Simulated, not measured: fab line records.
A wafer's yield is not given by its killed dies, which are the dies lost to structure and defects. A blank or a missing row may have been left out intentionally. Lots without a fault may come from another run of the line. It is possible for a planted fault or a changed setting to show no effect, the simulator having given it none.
Which tool is to blame? || flow n5-finfet || 36 wafers sampled from 12 lots at 1 step of a route of 1938

== WHAT THE GAUGES SHOWED, per wafer ==
N5_MOL_CONTACT_COAG_CD_MEAS_08: the cd target is 28 nm.
{"lot": "L075", "measured": "day 5 06:26", "on": "cd-sem-01", "cd-nm (nm)": "28.08 28.08 28.26"}
{"lot": "L077", "measured": "day 5 13:22", "on": "cd-sem-02", "cd-nm (nm)": "27.84 27.84 27.69"}
{"lot": "L079", "measured": "day 6 01:13", "on": "cd-sem-03", "cd-nm (nm)": "28.32 28.13 28.09"}
{"lot": "L081", "measured": "day 6 14:45", "on": "cd-sem-03", "cd-nm (nm)": "27.91 28.47 27.94"}
{"lot": "L083", "measured": "day 7 05:22", "on": "cd-sem-01", "cd-nm (nm)": "28.34 28.13 28.21"}
{"lot": "L085", "measured": "day 7 18:33", "on": "cd-sem-02", "cd-nm (nm)": "28.04 27.98 27.90"}
{"lot": "L087", "measured": "day 8 02:23", "on": "cd-sem-01", "cd-nm (nm)": "27.70 27.79 27.79"}
{"lot": "L089", "measured": "day 8 12:36", "on": "cd-sem-03", "cd-nm (nm)": "27.58 27.88 27.69"}
{"lot": "L091", "measured": "day 9 01:23", "on": "cd-sem-01", "cd-nm (nm)": "27.68 28.16 27.83"}
{"lot": "L093", "measured": "day 9 09:28", "on": "cd-sem-01", "cd-nm (nm)": "28.34 27.72 28.02"}
{"lot": "L095", "measured": "day 9 20:45", "on": "cd-sem-01", "cd-nm (nm)": "28.19 28.24 28.32"}
{"lot": "L097", "measured": "day 10 10:26", "on": "cd-sem-03", "cd-nm (nm)": "27.97 28.31 27.97"}

== WHAT TOOL EACH LOT RAN ON (gives the tool, then ch and the chambers of the sampled wafers, and finally the start) ==
No process step before these readings appears in the record.

== THE ANSWER, worked out from the rows above alone ==
Rule: what is usual is taken from the lots themselves. The widest of any qualifying gaps counts: lots, ordered by their means at a reading, are off when they make up no more than a third of the lots, leave a main group of 4 or more, and stand apart from it by 3 or more times the standard deviation of that group's means. A main group whose means are all the same, to the digits that the tables above print for the reading, isn't used. Also off: a lot with no number at a reading for which 4 or more lots have one. Where the step has rows for the other lots, those lots are counted as sound.
No lot is off on any of the readings shown, so nothing can be concluded from this.

== WHAT THE SIMULATOR PUT IN ==
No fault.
